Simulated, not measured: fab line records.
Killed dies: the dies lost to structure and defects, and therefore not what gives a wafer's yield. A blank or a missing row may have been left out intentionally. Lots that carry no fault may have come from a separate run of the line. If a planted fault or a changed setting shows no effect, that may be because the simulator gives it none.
A struck lot beside a sound one	flow nand-harc	24 steps out of a route of 1302
Sound: wafers L913.1, L913.5, L913.6. Struck: wafer L921.5. (L921.1, L921.4 of the same lot were not struck and are left out.) The cause comes at the end.
At each step with rows: each side's tool, then ch and its chambers, then its first start. Under that, the readings that differ: sound wafers	struck wafers	difference of the means	sigmas: that difference in standard deviations of wafers without a fault.
alike: words and numbers the same on both sides, and readings whose means are apart by under 2 such deviations; not compared: readings that were withheld, readings missing a value for some wafer, numbers with overlapping values and no deviation given by the record, and bounds like >300 which may hide the same value.
A row with sigmas, a row that says differs or no value, or rows on one side alone: a step with any of these is where the two part. Numbers that don't overlap but have no deviation are shown without sigmas and don't part them. A reading missing from all wafers of one side parts the sides only when that side holds two or more wafers.

NHARC_P_M0_INSPECT_27:
  sound on defect-inspect-02 at day 7 00:23; struck on defect-inspect-01 at day 10 09:25
  alike: raw-defect-count
NHARC_P_M0_PRE_CLEAN_31: time 12 s.
  sound on pecvd-04 ch 1,2, day 7 00:28; struck on pecvd-01 ch 0, day 10 09:29
  alike: heater-power-w
NHARC_P_M0_DEP_32: deposits SiCN, target thk 30 nm.
  sound on pecvd-04 ch 1,2, day 7 00:34; struck on pecvd-01 ch 0, day 10 09:36
  alike: heater-power-w, showerhead-vpp-V
then, 8 steps without rows for these wafers: NHARC_P_M1_DEP_00 (deposits SiOC, target thk 182.5 nm); NHARC_P_M1_DEHYDRATE_01 (time 120 s); NHARC_P_M1_HMDS_02 (time 30 s); NHARC_P_M1_COAT_34 (time 65 s); NHARC_P_M1_COAT_03 (resist thk 90 nm); NHARC_P_M1_SOFTBAKE_04 (time 55 s); NHARC_P_M1_EBR_05; NHARC_P_M1_EXPOSE_06 (exposes mask P M1, target cd 130 nm).
NHARC_P_M1_PEB_07: peb time 65 s.
  sound on litho-track-01 ch 0, day 7 01:42; struck on litho-track-06 ch 0, day 10 10:34
reading	sound	struck	difference	sigmas
heater-power-total-W (W)	156.2 157.2 156.1	187.2	+30.7	+75
then, 1 step without rows for these wafers: NHARC_P_M1_DEVELOP_08 (develop time 35 s).
NHARC_P_M1_CD_MEAS_09: the cd target is 130 nm.
  sound on cd-sem-02 ch 0, day 7 01:46; struck on cd-sem-01 ch 0, day 10 10:39
reading	sound	struck	difference	sigmas
cd-nm (nm)	129.9 130.5 129.9	118.5	-11.6	-20
NHARC_P_M1_OVL_MEAS_10: pitch 260 nm.
  sound on overlay-02 at day 7 01:52; struck on overlay-01 at day 10 10:44
  alike: overlay-x-nm, overlay-y-nm
NHARC_P_M1_INSPECT_11:
  sound on defect-inspect-02 at day 7 01:54; struck on defect-inspect-02 at day 10 10:46
  alike: raw-defect-count
NHARC_P_M1_DESCUM_14: chemistry O2, time 3 s.
  sound on rie-diel-06 ch 0,1, day 7 01:58; struck on rie-diel-08 ch 3, day 10 10:50
reading	sound	struck	difference	sigmas
oes-product-au (a.u.)	1.010 0.994 1.006	0.979	-0.024	-2
model.P_M1.cd-nm (nm)	129.3 129.6 129.8	118.2	-11.4	
  alike: drypump-motor-current-A, rf-vpp-V, showerhead-plenum-p-Torr, throttle-valve-pct
  not compared: rf-hours-counter-h
NHARC_P_M1_ETCH_35: etches the open film in N2/H2, target depth 40 nm, overetch 12 nm, time 43.94 s.
  sound on rie-diel-06 ch 1,2,3, day 7 02:04; struck on rie-diel-08 ch 3, day 10 10:55
reading	sound	struck	difference	sigmas
oes-product-au (a.u.)	0.997 0.995 1.008	0.978	-0.022	-2
  alike: drypump-motor-current-A, rf-vpp-V, showerhead-plenum-p-Torr, throttle-valve-pct
  not compared: rf-hours-counter-h
NHARC_P_M1_ETCH_15: etches the open film in C4F8/Ar, target depth 182.5 nm, time 91.2 s.
  sound: rie-diel-06 ch 0,1,3; struck: rie-diel-08 ch 3
  alike: oes-product-au, rf-vpp-V
  not compared: rf-hours-counter-h
NHARC_P_M1_CD_MEAS_16:
  sound on cd-sem-01 at day 7 02:16; struck on cd-sem-03 at day 10 11:08
reading	sound	struck	difference	sigmas
cd-nm (nm)	129.5 130.1 129.6	118.2	-11.5	-15
NHARC_P_M1_STRIP_18: strips in N2/H2.
  sound on rie-diel-08 ch 0,1, day 7 02:20; struck on rie-diel-06 ch 0, day 10 11:13
  alike: drypump-motor-current-A, oes-product-au, rf-vpp-V, showerhead-plenum-p-Torr, throttle-valve-pct
  not compared: rf-hours-counter-h
NHARC_P_M1_ETCH_28: etches the open film in CF4/N2, target depth 30 nm, time 72.99 s.
  sound: rie-diel-08 ch 0,1,2; struck: rie-diel-06 ch 3
reading	sound	struck	difference	sigmas
model.P_M1.cd-nm (nm)	129.4 130.7 130.1	118.5	-11.6	
  alike: cf4-flow-sccm, drypump-motor-current-A, oes-product-au, rf-vpp-V, showerhead-plenum-p-Torr, throttle-valve-pct
  not compared: rf-hours-counter-h
then, 1 step without rows for these wafers: NHARC_P_M1_STRIP_19 (strips in post etch residue remover, time 600 s).
-- jump in the record: it breaks off in module P_M1 and resumes in module END (first step shown: number 1302 of the route), and 18 days separate the struck wafers' starts before and after --
NHARC_END_SORT_01:
  the record has rows for the struck wafers here (prober-02 ch 0, day 28 14:47) and none for the sound ones

## WHERE THEY PART
Earliest at NHARC_P_M1_PEB_07; latest, in this record, at NHARC_END_SORT_01.

WHY: what the simulator had put in
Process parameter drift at NHARC_P_M1_PEB_07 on litho-track-06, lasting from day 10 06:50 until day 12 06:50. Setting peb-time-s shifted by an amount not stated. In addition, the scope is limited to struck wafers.
